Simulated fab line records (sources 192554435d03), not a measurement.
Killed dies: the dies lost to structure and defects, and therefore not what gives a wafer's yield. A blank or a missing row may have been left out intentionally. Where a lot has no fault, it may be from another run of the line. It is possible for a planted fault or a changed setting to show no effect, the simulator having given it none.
Which tool was responsible? -- flow n5-finfet -- 25 wafers from 9 lots sampled at 6 of the route's 1938 steps

WHAT EACH GAUGE READ, for each wafer
N5_SD_EPI_P_OVL_MEAS_10. Usual: SD_P_BLK_OVL typically reads 0.4 nm, with standard deviation 0.87.
lot,measured,on,SD_P_BLK_OVL (nm),flag
L468,day 3 19:14,overlay-01,-1.0 -0.8 -0.5,
L477,day 6 02:49,overlay-02,0.5,
L478,day 6 14:28,overlay-01,1.0 1.7 1.9,
L484,day 7 18:11,overlay-02,0.1 1.9 0.5,
L485,day 7 23:04,overlay-01,-0.6 -0.8 -1.0,
L486,day 8 06:25,overlay-01,-0.5 -0.1 -0.2,
L487,day 8 11:42,overlay-01,0.1 0.8 0.7,
L488,day 8 17:25,overlay-02,0.5 1.2 0.3,
L489,day 9 02:59,overlay-02,0.3 1.1 0.8,

N5_SD_ACTIVATION_RS_MEAS_03: the measuring method here is four-point-probe. Usual: RS_SD_N 21.83 ohm/sq, standard deviation 0.26; RS_SD_P 55.9 ohm/sq, standard deviation 1.1.
lot,measured,on,RS_SD_N (ohm/sq),RS_SD_P (ohm/sq),flag
L468,day 3 23:38,film-metro-02,21.57 21.91 22.23,56.8 57.1 57.1,
L477,day 6 07:48,film-metro-02,29.66,56.7,OFF
L478,day 6 18:40,film-metro-02,29.73 29.86 29.48,58.5 57.9 58.4,OFF
L484,day 7 23:05,film-metro-01,22.00 21.77 22.09,54.6 54.0 54.7,
L485,day 8 03:22,film-metro-02,21.83 21.84 22.31,54.6 55.3 54.4,
L486,day 8 11:28,film-metro-02,21.81 22.07 21.58,56.3 56.3 56.2,
L487,day 8 16:58,film-metro-01,21.28 21.51 21.44,55.6 56.5 55.4,
L488,day 8 21:46,film-metro-01,22.39 22.26 22.13,56.3 57.4 56.0,
L489,day 9 07:19,film-metro-02,21.72 21.69 21.73,55.3 55.0 55.1,

N5_ILD0_THK_MEAS_04. Usual: thk-nm 196.8 nm, standard deviation 1.2.
lot,measured,on,thk-nm (nm),flag
L468,day 4 02:45,film-metro-02,195.6 196.6 197.2,
L477,day 6 10:49,film-metro-02,195.0,
L478,day 6 23:11,film-metro-02,197.1 197.4 196.2,
L484,day 8 02:17,film-metro-02,195.7 196.5 196.6,
L485,day 8 06:45,film-metro-01,198.9 197.7 196.3,
L486,day 8 14:38,film-metro-01,195.8 196.5 196.6,
L487,day 8 19:59,film-metro-01,196.5 194.7 196.6,
L488,day 9 02:46,film-metro-01,197.6 197.4 198.4,
L489,day 9 10:41,film-metro-02,197.4 198.3 196.8,

N5_BEOL_M4_RC_MEAS_101. Usual: DIBL_N 37.1 mV/V, standard deviation 1.8; DIBL_P 37.2 mV/V, standard deviation 2.1; IOFF_N 0.17 nA/um, standard deviation 0.033; IOFF_P 0.22 nA/um, standard deviation 0.037; ION_N 680 uA/um, standard deviation 11; ION_P 464 uA/um, standard deviation 7.7; RC_DENSE_N 19.0 ohm.um, standard deviation 0.47; RC_N 15.4 ohm.um, standard deviation 0.38; REXT_N 75.2 ohm.um, standard deviation 1.9; RS_SD_N 28.3 ohm/sq, standard deviation 0.31; SS_N 71.7 mV/dec, standard deviation 0.63; SS_P 73.6 mV/dec, standard deviation 0.67; VT_N 248.9 mV, standard deviation 2.9; VT_P -251 mV, standard deviation 3.6.
lot,measured,on,DIBL_N (mV/V),DIBL_P (mV/V),IOFF_N (nA/um),IOFF_P (nA/um),ION_N (uA/um),ION_P (uA/um),RC_DENSE_N (ohm.um),RC_N (ohm.um),REXT_N (ohm.um),RS_SD_N (ohm/sq),SS_N (mV/dec),SS_P (mV/dec),VT_N (mV),VT_P (mV),flag
L468,day 8 19:38,prober-01,37.7 32.4 36.1,39.0 32.8 37.3,0.21 0.11 0.18,0.24 0.15 0.21,684 666 682,467 458 465,19.6 20.1 19.4,16.0 16.2 15.9,73.6 75.6 73.8,28.2 28.2 28.1,72.2 70.6 71.9,74.0 72.1 73.8,244.9 253.1 246.9,-249 -256 -250,
L477,day 11 00:59,prober-01,37.9,38.7,0.17,0.24,656,462,25.1,20.5,92.5,36.7,71.7,75.1,250.5,-246,OFF
L478,day 11 19:04,prober-02,38.8 36.7 37.8,40.1 38.1 39.7,0.20 0.16 0.20,0.23 0.19 0.23,658 663 671,451 457 464,25.2 25.1 25.2,20.8 20.4 20.6,91.6 91.3 91.0,36.5 36.7 36.3,72.6 71.2 71.9,74.4 74.2 74.5,249.8 249.5 248.6,-252 -253 -250,OFF
L484,day 12 22:56,prober-01,33.3 34.7 34.8,35.1 36.7 38.0,0.13 0.14 0.15,0.18 0.21 0.23,675 682 678,461 465 470,19.0 19.1 19.5,15.9 15.4 15.7,76.2 77.5 78.5,28.3 28.3 28.6,70.6 70.8 71.7,73.1 72.9 74.3,252.0 249.0 249.5,-251 -250 -248,
L485,day 13 19:06,prober-02,37.3 38.2 41.6,37.1 37.8 41.5,0.17 0.20 0.29,0.22 0.24 0.31,703 677 701,478 462 477,19.3 18.9 19.4,15.6 15.3 16.0,76.1 76.8 75.9,28.1 28.3 28.9,72.3 71.6 72.4,73.7 74.4 75.2,246.6 245.7 241.5,-249 -250 -244,
L486,day 14 01:49,prober-02,35.7 35.8 37.6,35.8 34.0 37.0,0.15 0.15 0.17,0.21 0.19 0.22,669 673 674,465 461 468,19.3 18.8 19.1,15.6 15.3 15.7,73.1 71.6 72.4,28.3 28.3 28.3,71.6 72.0 72.0,73.1 72.5 73.2,250.2 251.8 251.1,-251 -252 -249,
L487,day 14 06:01,prober-01,38.4 37.4 37.3,37.9 36.2 35.7,0.20 0.18 0.17,0.24 0.22 0.21,695 678 666,469 461 461,19.1 19.5 19.6,15.5 15.8 16.0,75.1 76.1 76.0,27.9 27.9 27.8,72.2 72.0 71.5,74.3 73.4 73.1,243.4 247.8 249.1,-249 -251 -252,
L488,day 14 10:52,prober-02,39.5 40.7 37.4,39.0 38.9 35.8,0.18 0.21 0.16,0.24 0.24 0.20,664 678 680,463 461 461,19.1 19.3 18.2,15.6 15.7 14.9,75.6 75.5 74.5,28.9 28.5 28.7,71.9 73.2 71.3,73.9 74.5 73.8,249.3 247.9 250.8,-248 -247 -250,
L489,day 14 13:47,prober-02,40.8 35.2 37.1,40.8 34.0 36.9,0.27 0.13 0.18,0.34 0.20 0.25,703 677 679,477 463 467,18.8 18.6 18.1,15.3 15.2 14.6,74.6 74.9 74.2,28.0 27.9 28.1,73.1 72.0 71.7,74.0 72.0 73.6,242.1 251.3 248.0,-241 -248 -244,

TOOL THAT RAN EACH LOT (tool first, then ch and the chambers of the sampled wafers, then the start)
lot,N5_SD_EPI_P_ETCH_16,N5_SD_ACTIVATION_LSA_01
L468,"rie-diel-06 ch 1,2,3, day 3 19:55","laser-anneal-01 ch 0, day 3 23:26"
L477,"rie-diel-06 ch 1, day 6 04:14","laser-anneal-01, day 6 07:37"
L478,"rie-diel-02 ch 0,1,3, day 6 15:08","laser-anneal-02, day 6 18:28"
L484,"rie-diel-02 ch 0,1, day 7 18:52","laser-anneal-02 ch 0, day 7 22:55"
L485,"rie-diel-06 ch 0,2,3, day 7 23:47","laser-anneal-01 ch 0, day 8 03:10"
L486,"rie-diel-02 ch 0,1,2, day 8 07:05","laser-anneal-02 ch 0, day 8 11:16"
L487,"rie-diel-06 ch 1,2,3, day 8 12:23","laser-anneal-01 ch 0, day 8 16:46"
L488,"rie-diel-06 ch 0,2, day 8 18:05","laser-anneal-02 ch 0, day 8 21:34"
L489,"rie-diel-04 ch 0,1, day 9 03:40","laser-anneal-01 ch 0, day 9 07:08"
- N5_SD_EPI_P_ETCH_16: etches SiO2 in CHF3/O2, target depth 5 nm.
- N5_SD_ACTIVATION_LSA_01: time 0.0008 s.

AS READ BY THE TOOLS THEMSELVES (means over the sampled wafers that have a number; for cases with no such wafer, the mark the record gives instead)
N5_SD_EPI_P_ETCH_16. Usual: drypump-motor-current-A 5.9 A, standard deviation 0.35; mfc-ar-sccm 200.0 sccm, standard deviation 0.59; oes-product-au 0.79 a.u., standard deviation 0.096; rf-vpp-V 525 V, standard deviation 8.5; showerhead-plenum-p-Torr 2.40 Torr, standard deviation 0.085; throttle-valve-pct 18.92 %, standard deviation 0.24.
lot,tool,drypump-motor-current-A (A),mfc-ar-sccm (sccm),oes-product-au (a.u.),rf-vpp-V (V),showerhead-plenum-p-Torr (Torr),throttle-valve-pct (%),flag
L468,rie-diel-06,5.9,200.1,0.79,526,2.39,18.90,
L477,rie-diel-06,6.0,200.4,0.69,523,2.27,19.04,
L478,rie-diel-02,6.1,200.2,0.79,521,2.40,18.97,
L484,rie-diel-02,6.3,200.2,0.72,528,2.33,19.06,
L485,rie-diel-06,5.9,199.5,0.83,526,2.44,18.77,
L486,rie-diel-02,5.9,199.7,0.79,529,2.39,18.99,
L487,rie-diel-06,5.9,199.9,0.76,527,2.37,18.95,
L488,rie-diel-06,5.9,200.3,0.79,524,2.49,18.55,
L489,rie-diel-04,6.1,199.1,0.67,527,2.31,19.19,

N5_SD_ACTIVATION_LSA_01. Usual: wafer_temp_C_max 1085.3, standard deviation 3.
lot,tool,wafer_temp_C_max,flag
L468,laser-anneal-01,1090.4,
L477,laser-anneal-01,-,OFF
L478,laser-anneal-02,-,OFF
L484,laser-anneal-02,1083.0,
L485,laser-anneal-01,1087.1,
L486,laser-anneal-02,1083.6,
L487,laser-anneal-01,1088.5,
L488,laser-anneal-02,1082.4,
L489,laser-anneal-01,1088.4,

THE ANSWER, worked out from the rows above alone
Rule: take the mean of a lot's wafers that have a number; if it is more than 3 standard deviations from the usual mean, the lot is off. Also off: a lot with no number at a reading for which 4 or more lots have one. The other lots that the step has rows for count as sound. Order of review: gauges by route order, followed by the tools' own readings, for which a lot's mean as printed above is used. The first step at which some lot is off is used, and at that step the reading that is off furthest; a lot without a number counts as furthest.
Off: L477, L478, seen at N5_SD_ACTIVATION_RS_MEAS_03 (RS_SD_N).
If a tool, at a process step before that reading, ran all the lots that are off and no sound lot after the first of them, it fits. Not tried: the gauges at N5_SD_ACTIVATION_RS_MEAS_03; whatever is off there is also off at N5_BEOL_M4_RC_MEAS_101, on other tools, and gauge error can't account for it. Of those tried, none fits.

WHAT THE SIMULATOR HAD PUT IN
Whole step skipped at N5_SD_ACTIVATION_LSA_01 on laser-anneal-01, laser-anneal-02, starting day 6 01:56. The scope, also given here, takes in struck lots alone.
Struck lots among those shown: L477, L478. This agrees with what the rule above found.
